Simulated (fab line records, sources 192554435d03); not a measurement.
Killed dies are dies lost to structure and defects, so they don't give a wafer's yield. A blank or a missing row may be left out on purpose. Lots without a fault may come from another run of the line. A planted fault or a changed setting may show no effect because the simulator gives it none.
Which tool did it? | flow n5_finfet | 9 lots, 27 wafers sampled, at 6 steps of a route of 1938

WHAT THE GAUGES READ, wafer by wafer
N5_SD_EPI_N_EPI_MEAS_23.
lot  | measured    | on            | thk_nm (nm)
L636 | day 3 04:02 | film_metro-02 | 60.3 59.7 58.1
L639 | day 3 22:37 | film_metro-02 | 58.0 58.4 60.2
L641 | day 4 11:01 | film_metro-02 | 58.6 59.5 56.8
L642 | day 4 16:01 | film_metro-02 | 44.4 44.0 42.9
L648 | day 6 10:35 | film_metro-02 | 45.5 44.2 44.8
L655 | day 7 21:48 | film_metro-01 | 60.6 60.6 60.4
L656 | day 8 05:07 | film_metro-01 | 58.3 59.9 59.1
L657 | day 8 12:14 | film_metro-02 | 60.3 59.7 58.1
L658 | day 8 16:46 | film_metro-01 | 58.7 59.4 59.9

N5_BEOL_M4_RC_MEAS_101.
lot  | measured     | on        | DIBL_N (mV/V)  | DIBL_P (mV/V)  | IOFF_N (nA/um)    | IOFF_P (nA/um)    | ION_N (uA/um) | ION_P (uA/um) | SS_N (mV/dec)  | SS_P (mV/dec)  | VT_N (mV)         | VT_P (mV)
L636 | day 8 12:31  | prober-02 | 35.0 34.5 35.7 | 36.0 34.9 36.5 | 0.147 0.134 0.149 | 0.215 0.201 0.231 | 681 671 675   | 478 469 472   | 70.4 71.1 71.2 | 72.5 72.2 72.7 | 248.7 251.1 250.3 | -247.8 -247.9 -247.5
L639 | day 8 20:49  | prober-01 | 38.0 37.3 37.5 | 35.9 34.0 34.4 | 0.154 0.138 0.139 | 0.196 0.168 0.178 | 667 668 671   | 454 448 457   | 71.5 71.7 71.3 | 73.9 72.9 73.1 | 250.2 249.0 252.9 | -250.9 -253.1 -254.4
L641 | day 9 21:12  | prober-02 | 39.5 38.2 39.3 | 39.0 37.3 38.9 | 0.195 0.171 0.192 | 0.247 0.214 0.249 | 684 676 687   | 470 467 472   | 71.6 71.2 71.3 | 74.6 73.8 74.3 | 245.6 248.8 249.0 | -248.0 -250.4 -251.1
L642 | day 10 01:04 | prober-01 | 36.3 34.7 35.5 | 36.8 34.4 34.8 | 0.154 0.122 0.134 | 0.216 0.195 0.189 | 672 658 662   | 462 461 455   | 71.3 70.6 71.8 | 73.6 72.6 72.5 | 253.1 253.3 253.9 | -250.0 -252.4 -252.3
L648 | day 12 08:43 | prober-02 | 38.4 35.7 36.0 | 39.0 35.6 36.5 | 0.212 0.159 0.156 | 0.271 0.207 0.224 | 686 677 678   | 470 466 462   | 73.1 71.9 71.1 | 74.2 72.5 73.5 | 245.6 247.4 248.3 | -246.8 -251.6 -248.4
L655 | day 13 13:52 | prober-01 | 35.8 36.2 35.2 | 35.7 34.8 34.3 | 0.150 0.147 0.133 | 0.221 0.208 0.194 | 679 670 660   | 477 462 463   | 71.8 71.2 71.2 | 73.2 73.2 72.6 | 247.9 248.4 251.4 | -248.5 -249.6 -251.8
L656 | day 13 11:46 | prober-01 | 36.4 35.9 36.6 | 37.7 36.6 37.7 | 0.149 0.147 0.155 | 0.211 0.201 0.210 | 674 670 676   | 466 463 465   | 71.7 72.0 71.9 | 73.7 72.8 73.6 | 251.9 250.3 248.7 | -251.6 -251.4 -251.9
L657 | day 15 11:11 | prober-02 | 34.5 33.6 34.5 | 36.3 33.6 35.7 | 0.150 0.121 0.142 | 0.208 0.162 0.187 | 664 659 665   | 459 449 454   | 70.8 70.5 70.2 | 73.9 73.1 72.9 | 246.7 250.9 249.3 | -250.5 -253.8 -254.0
L658 | day 13 19:11 | prober-01 | 35.5 35.1 36.6 | 34.3 34.3 35.9 | 0.139 0.139 0.153 | 0.185 0.189 0.216 | 659 669 662   | 456 459 462   | 71.2 71.4 71.1 | 72.3 72.9 72.4 | 250.1 253.1 252.1 | -250.4 -250.0 -251.4

WHICH TOOL RAN EACH LOT (tool, then ch and the chambers of the sampled wafers, then the start)
lot  | N5_SPACER0_ALD_08                | N5_SD_EPI_N_DESCUM_14             | N5_SD_EPI_N_ETCH_35               | N5_SD_EPI_N_EPI_21
L636 | ald_sin-04 ch 0,1,3, day 3 00:00 | rie_diel-04 ch 1,2, day 3 00:38   | rie_diel-04 ch 1,2, day 3 00:44   | epi_rpcvd-03 ch 0, day 3 02:19
L639 | ald_sin-04 ch 0,2,3, day 3 18:34 | rie_diel-01 ch 0,2,3, day 3 19:13 | rie_diel-01 ch 0,2,3, day 3 19:18 | epi_rpcvd-02 ch 0, day 3 21:10
L641 | ald_sin-04 ch 0,3, day 4 06:59   | rie_diel-04 ch 0,2,3, day 4 07:38 | rie_diel-04 ch 0,2,3, day 4 07:43 | epi_rpcvd-03 ch 0, day 4 09:18
L642 | ald_sin-04 ch 1,2, day 4 11:45   | rie_diel-01 ch 0,1, day 4 12:23   | rie_diel-01 ch 0,1, day 4 12:29   | epi_rpcvd-03 ch 0, day 4 15:08
L648 | ald_sin-01 ch 0,1,3, day 6 06:33 | rie_diel-01 ch 0,1,2, day 6 07:11 | rie_diel-01 ch 0,1,2, day 6 07:17 | epi_rpcvd-03 ch 0, day 6 08:52
L655 | ald_sin-01 ch 0,2,3, day 7 17:38 | rie_diel-05 ch 0,2,3, day 7 18:17 | rie_diel-05 ch 0,2,3, day 7 18:23 | epi_rpcvd-02 ch 0, day 7 20:04
L656 | ald_sin-03 ch 0,1,3, day 8 01:04 | rie_diel-01 ch 0,1, day 8 01:43   | rie_diel-01 ch 0,1, day 8 01:49   | epi_rpcvd-02 ch 0, day 8 03:57
L657 | ald_sin-03 ch 0,1,2, day 8 08:08 | rie_diel-04 ch 0,1, day 8 08:50   | rie_diel-04 ch 0,1, day 8 08:55   | epi_rpcvd-02 ch 0, day 8 10:47
L658 | ald_sin-03 ch 0,1, day 8 11:50   | rie_diel-04 ch 1,2,3, day 8 12:37 | rie_diel-04 ch 1,2,3, day 8 12:42 | epi_rpcvd-04 ch 0, day 8 14:51
- N5_SPACER0_ALD_08: deposits SiNx, target thk 2 nm.
- N5_SD_EPI_N_DESCUM_14: chemistry O2, time 7.9 s.
- N5_SD_EPI_N_ETCH_35: etches SOC in N2/H2, overetch 108 nm, time 486 s.
- N5_SD_EPI_N_EPI_21: deposits Si:P, time 690 s.

WHAT THE TOOLS THEMSELVES READ (means of the sampled wafers that have a number; where no wafer has one, the mark that the record gives instead)
N5_SPACER0_ALD_08.
lot  | tool       | heater_power_w (W)
L636 | ald_sin-04 | 838
L639 | ald_sin-04 | 775
L641 | ald_sin-04 | 771
L642 | ald_sin-04 | 830
L648 | ald_sin-01 | 893
L655 | ald_sin-01 | 907
L656 | ald_sin-03 | 784
L657 | ald_sin-03 | 805
L658 | ald_sin-03 | 722

N5_SD_EPI_N_DESCUM_14.
lot  | tool        | drypump_motor_current_A (A) | oes_product_au (a.u.) | rf_vpp_V (V) | showerhead_plenum_p_Torr (Torr) | throttle_valve_pct (%)
L636 | rie_diel-04 | 5.9                         | 0.77                  | 244.2        | 2.12                            | 20.48
L639 | rie_diel-01 | 5.5                         | 0.77                  | 243.1        | 2.09                            | 20.51
L641 | rie_diel-04 | 6.2                         | 0.82                  | 244.9        | 2.14                            | 20.33
L642 | rie_diel-01 | 5.6                         | 0.82                  | 241.8        | 2.03                            | 20.52
L648 | rie_diel-01 | 5.8                         | 0.77                  | 241.7        | 2.03                            | 20.55
L655 | rie_diel-05 | 5.5                         | 0.72                  | 243.1        | 2.11                            | 20.79
L656 | rie_diel-01 | 5.8                         | 0.77                  | 242.9        | 2.02                            | 20.51
L657 | rie_diel-04 | 5.8                         | 0.78                  | 241.3        | 2.01                            | 20.25
L658 | rie_diel-04 | 6.1                         | 0.78                  | 244.4        | 2.13                            | 20.42

N5_SD_EPI_N_ETCH_35.
lot  | tool        | bias_w (W) | drypump_motor_current_A (A) | oes_product_au (a.u.) | rf_vpp_V (V) | showerhead_plenum_p_Torr (Torr) | throttle_valve_pct (%)
L636 | rie_diel-04 | 133.3      | 5.9                         | 0.68                  | 240.4        | 2.58                            | 23.8
L639 | rie_diel-01 | 132.9      | 5.5                         | 0.68                  | 240.9        | 2.54                            | 23.9
L641 | rie_diel-04 | 133.0      | 6.2                         | 0.72                  | 242.0        | 2.59                            | 23.6
L642 | rie_diel-01 | 132.7      | 5.6                         | 0.72                  | 239.5        | 2.46                            | 24.1
L648 | rie_diel-01 | 133.2      | 5.8                         | 0.68                  | 240.1        | 2.47                            | 24.0
L655 | rie_diel-05 | 132.9      | 5.5                         | 0.65                  | 241.0        | 2.55                            | 24.2
L656 | rie_diel-01 | 132.8      | 5.8                         | 0.68                  | 238.8        | 2.44                            | 24.0
L657 | rie_diel-04 | 133.5      | 5.8                         | 0.70                  | 239.8        | 2.44                            | 23.4
L658 | rie_diel-04 | 133.1      | 6.1                         | 0.70                  | 241.3        | 2.58                            | 23.7

N5_SD_EPI_N_EPI_21.
lot  | tool         | susceptor_temp_C_max
L636 | epi_rpcvd-03 | 680.9
L639 | epi_rpcvd-02 | 682.5
L641 | epi_rpcvd-03 | 680.8
L642 | epi_rpcvd-03 | 680.6
L648 | epi_rpcvd-03 | 681.0
L655 | epi_rpcvd-02 | 682.6
L656 | epi_rpcvd-02 | 683.0
L657 | epi_rpcvd-02 | 683.2
L658 | epi_rpcvd-04 | 681.2

THE ANSWER, worked out from the rows above alone
Rule: what is usual is taken from the lots themselves. Put in order of their means at a reading, lots are off if they are a third of the lots or fewer, leave a main group of 4 or more, and stand apart from it by a gap of 3 or more times the standard deviation of the main group's means; of several such gaps the widest counts. A main group whose means are all the same, to the digits that the tables above print for the reading, isn't used. A lot without any number at a reading at which 4 lots or more have one is off too. The other lots that the step has rows for count as sound. The gauges are gone through in route order, then the tools' own readings, and for those a lot's mean is taken as printed above. The first step at which some lot is off is used, and at that step the reading that is off furthest; a lot without a number counts as furthest.
Off: L642, L648, at N5_SD_EPI_N_EPI_MEAS_23 (thk_nm). The main group: mean 59.3 nm, standard deviation 0.63.
A tool fits if, at a process step before that reading, it ran every lot that is off, and no sound lot after the first of them. The gauges at N5_SD_EPI_N_EPI_MEAS_23 are tried like those tools. One fits: epi_rpcvd-03 at N5_SD_EPI_N_EPI_21. Its last sound lot is L641 (day 4 09:18), its first lot that is off L642 (day 4 15:08): a fault that began between those two fits.

WHAT THE SIMULATOR HAD PUT IN
Site profile drift: epi_rpcvd-03, from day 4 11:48 on, at N5_SD_EPI_N_EPI_21. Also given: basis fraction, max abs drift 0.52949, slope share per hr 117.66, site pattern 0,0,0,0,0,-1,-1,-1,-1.
Lots struck among those shown: L642, L648. The rule above found the same.
